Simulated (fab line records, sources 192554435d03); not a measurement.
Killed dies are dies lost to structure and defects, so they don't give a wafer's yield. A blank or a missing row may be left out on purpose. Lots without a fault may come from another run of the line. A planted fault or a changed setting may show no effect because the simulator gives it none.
Split-lot experiment | flow n5_finfet | 7 lots, 39 wafers read, on a route of 1938 steps

THE SPLIT
At N5_MOL_CONTACT_COAG_EXPOSE_05 (exposes mask CA, defocus 0 nm), the setting dose_mj was moved away from the recipe's 38.25 on 12 of the 39 wafers read, by +5.0% to +7.5%. The other wafers ran this setting at the recipe's value.

FROM THE SPLIT TO THE READING: what the file shows between them, 2 steps
- N5_MOL_CONTACT_COAG_PEB_06: peb time 60 s
- N5_MOL_CONTACT_COAG_DEVELOP_07: develop time 30 s

THE READING
cd_nm, in nm, at N5_MOL_CONTACT_COAG_CD_MEAS_08 (target cd 28 nm). Fault-free wafers of this fab line usually give 27.95 nm, standard deviation 0.3 nm.

wafer  | tool, chamber at the split | dose_mj as run | against the recipe | cd_nm, nm | against lot-mates on the recipe
L078.1 | euv_scanner-01, 0          | 38.25          | recipe             | 27.89     | -
L078.2 | euv_scanner-01, 0          | 38.25          | recipe             | 27.92     | -
L078.3 | euv_scanner-01, 0          | 38.25          | recipe             | 28.12     | -
L078.4 | euv_scanner-01, 0          | 38.25          | recipe             | 28.23     | -
L078.5 | euv_scanner-01, 0          | 38.25          | recipe             | 28.00     | -
L078.6 | euv_scanner-01, 0          | 38.25          | recipe             | 28.42     | -
L081.1 | euv_scanner-01, 0          | 40.81          | +6.7%              | 29.24     | +1.56
L081.2 | euv_scanner-01, 0          | 40.81          | +6.7%              | 28.88     | +1.20
L081.3 | euv_scanner-01, 0          | 38.25          | recipe             | 27.77     | -
L081.4 | euv_scanner-01, 0          | 38.25          | recipe             | 27.80     | -
L081.5 | euv_scanner-01, 0          | 38.25          | recipe             | 27.47     | -
L081.6 | euv_scanner-01, 0          | 40.81          | +6.7%              | 28.99     | +1.31
L085.1 | euv_scanner-02, 0          | 38.25          | recipe             | 28.34     | -
L085.2 | euv_scanner-02, 0          | 38.25          | recipe             | 27.72     | -
L085.3 | euv_scanner-02, 0          | 38.25          | recipe             | 28.00     | -
L085.4 | euv_scanner-02, 0          | 38.25          | recipe             | 27.70     | -
L085.5 | euv_scanner-02, 0          | 38.25          | recipe             | 28.16     | -
L085.6 | euv_scanner-02, 0          | 38.25          | recipe             | 27.89     | -
L087.1 | euv_scanner-01, 0          | 38.25          | recipe             | 27.84     | -
L087.2 | euv_scanner-01, 0          | 40.6           | +6.1%              | 29.06     | +1.15
L087.3 | euv_scanner-01, 0          | 38.25          | recipe             | 27.99     | -
L087.4 | euv_scanner-01, 0          | 40.6           | +6.1%              | 29.08     | +1.17
L087.5 | euv_scanner-01, 0          | 40.6           | +6.1%              | 28.93     | +1.02
L087.6 | euv_scanner-01, 0          | 38.25          | recipe             | 27.91     | -
L093.1 | euv_scanner-02, 0          | 38.25          | recipe             | 27.76     | -
L093.2 | euv_scanner-02, 0          | 38.25          | recipe             | 27.69     | -
L093.3 | euv_scanner-02, 0          | 40.18          | +5.0%              | 28.93     | +1.10
L093.4 | euv_scanner-02, 0          | 38.25          | recipe             | 28.05     | -
L093.5 | euv_scanner-02, 0          | 40.18          | +5.0%              | 29.13     | +1.30
L093.6 | euv_scanner-02, 0          | 40.18          | +5.0%              | 29.15     | +1.32
L096.1 | euv_scanner-01, 0          | 38.25          | recipe             | 28.52     | -
L096.2 | euv_scanner-01, 0          | 38.25          | recipe             | 28.28     | -
L096.4 | euv_scanner-01, 0          | 38.25          | recipe             | 28.04     | -
L097.1 | euv_scanner-01, 0          | 38.25          | recipe             | 27.60     | -
L097.2 | euv_scanner-01, 0          | 41.12          | +7.5%              | 29.65     | +1.94
L097.3 | euv_scanner-01, 0          | 38.25          | recipe             | 28.00     | -
L097.4 | euv_scanner-01, 0          | 41.12          | +7.5%              | 29.76     | +2.05
L097.5 | euv_scanner-01, 0          | 41.12          | +7.5%              | 28.92     | +1.21
L097.6 | euv_scanner-01, 0          | 38.25          | recipe             | 27.53     | -

THE FIT
A straight line over all 39 wafers: cd_nm changes by +0.187 nm for each +1% of dose_mj; r = +0.91; the points scatter about the line by 0.26 nm.
The same after taking each lot's own level away (the mean of its wafers on the recipe; 39 wafers): +0.214 nm for each +1%; r = +0.95; scatter 0.21 nm.
On that fit, the largest move of dose_mj shifts the reading by 1.6 nm.
The lots' own levels span 27.680 to 28.280 nm, that is 2.0 times the standard deviation above.
So the lot-to-lot level changes the slope: the two fits differ.
Check: with one of the wafers moved furthest among these (+7.5%) left out of the fit, the line predicts +1.56 nm for it against its lot-mates. It came out at +1.94 nm against them.

OTHER SPLITS ON THESE WAFERS
These wafers also went through other splits before the reading. Each is held against what the fit with the lots' levels taken away leaves over:
other split on the same wafers     | wafers away from the commonest value | r with cd_nm (lot level and that fit taken away)
N5_FIN_CUT_EXPOSE_05 dose_mj       | 9                                    | -0.11
N5_SD_EPI_N_ETCH_45 target_depth_a | 18                                   | -0.14
N5_SD_EPI_N_EPI_21 time_s          | 15                                   | -0.04
N5_HKMG_FIN_EXPOSE_09 dose_mj      | 12                                   | +0.24

THE WHOLE CHAIN: every reading that the file lists as answering this split, in the file's order
step                           | what it does                                                | reading                                                                        | change (the file's fit)               | r (the file's)
N5_MOL_CONTACT_COAG_CD_MEAS_08 | target cd 28 nm                                             | cd_nm                                                                          | +0.214 nm for each +1% of the setting | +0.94
N5_MOL_CONTACT_COAG_ETCH_59    | etches underlayer in N2/H2, target depth 13 nm, time 10.4 s | MOL_CONTACT_COAG.cd_offset_nm (the simulator's own value, which no gauge read) | +0.206 nm for each +1% of the setting | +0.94
N5_MOL_CONTACT_COAG_ETCH_105   | etches SiARC in CF4, target depth 15.6 nm, time 26 s        | MOL_CONTACT_COAG.cd_offset_nm (the simulator's own value, which no gauge read) | +0.205 nm for each +1% of the setting | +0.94

THE FILE'S OWN FIT
cd_nm changes by +0.214 nm for each +1% of dose_mj, r = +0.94.
